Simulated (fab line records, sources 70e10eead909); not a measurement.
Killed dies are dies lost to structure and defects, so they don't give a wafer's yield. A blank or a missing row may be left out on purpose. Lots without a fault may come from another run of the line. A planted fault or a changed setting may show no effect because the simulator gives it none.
Which tool did it? | flow nand_harc | 6 lots, 17 wafers sampled, at 3 steps of a route of 1302

WHAT THE GAUGES READ, wafer by wafer
NHARC_A_CONTACT_CD_MEAS_69: target cd 300 nm.
lot  | measured     | on        | cd_nm (nm)
L437 | day 22 09:20 | cd_sem-02 | 300.9 300.7 300.3
L438 | day 23 01:29 | cd_sem-03 | 299.7 301.0 300.7
L443 | day 24 15:41 | cd_sem-01 | 299.6 299.1 300.2
L452 | day 28 09:44 | cd_sem-02 | 300.9 300.0
L455 | day 30 08:17 | cd_sem-01 | 300.3 300.9 301.2
L458 | day 31 10:56 | cd_sem-03 | 299.8 299.6 301.1

WHICH TOOL RAN EACH LOT (tool, then ch and the chambers of the sampled wafers, then the start)
lot  | NHARC_A_CONTACT_STRIP_55                      | NHARC_A_CONTACT_SOFTBAKE_64
L437 | rie_diel-04 ch 0,2, day 22 09:00 or earlier   | litho_track-06 ch 0, day 22 09:00
L438 | rie_diel-05 ch 0,1, day 23 01:00 or earlier   | litho_track-01 ch 0, day 23 01:00
L443 | rie_diel-04 ch 0,1,2, day 24 15:00 or earlier | litho_track-06 ch 0, day 24 15:00
L452 | rie_diel-04 ch 0,2, day 28 09:00 or earlier   | litho_track-06 ch 0, day 28 09:00
L455 | rie_diel-03 ch 1,2,3, day 30 07:00 or earlier | litho_track-01 ch 0, day 30 07:00
L458 | rie_diel-04 ch 1,2,3, day 31 10:00 or earlier | litho_track-01 ch 0, day 31 10:00
- NHARC_A_CONTACT_STRIP_55: strips in O2.
- NHARC_A_CONTACT_SOFTBAKE_64: time 55 s.

THE ANSWER, worked out from the rows above alone
Rule: what is usual is taken from the lots themselves. Put in order of their means at a reading, lots are off if they are a third of the lots or fewer, leave a main group of 4 or more, and stand apart from it by a gap of 3 or more times the standard deviation of the main group's means; of several such gaps the widest counts. A main group whose means are all the same, to the digits that the tables above print for the reading, isn't used. A lot without any number at a reading at which 4 lots or more have one is off too. The other lots that the step has rows for count as sound.
No lot is off at any reading shown: from this, nothing can be told.

WHAT THE SIMULATOR HAD PUT IN
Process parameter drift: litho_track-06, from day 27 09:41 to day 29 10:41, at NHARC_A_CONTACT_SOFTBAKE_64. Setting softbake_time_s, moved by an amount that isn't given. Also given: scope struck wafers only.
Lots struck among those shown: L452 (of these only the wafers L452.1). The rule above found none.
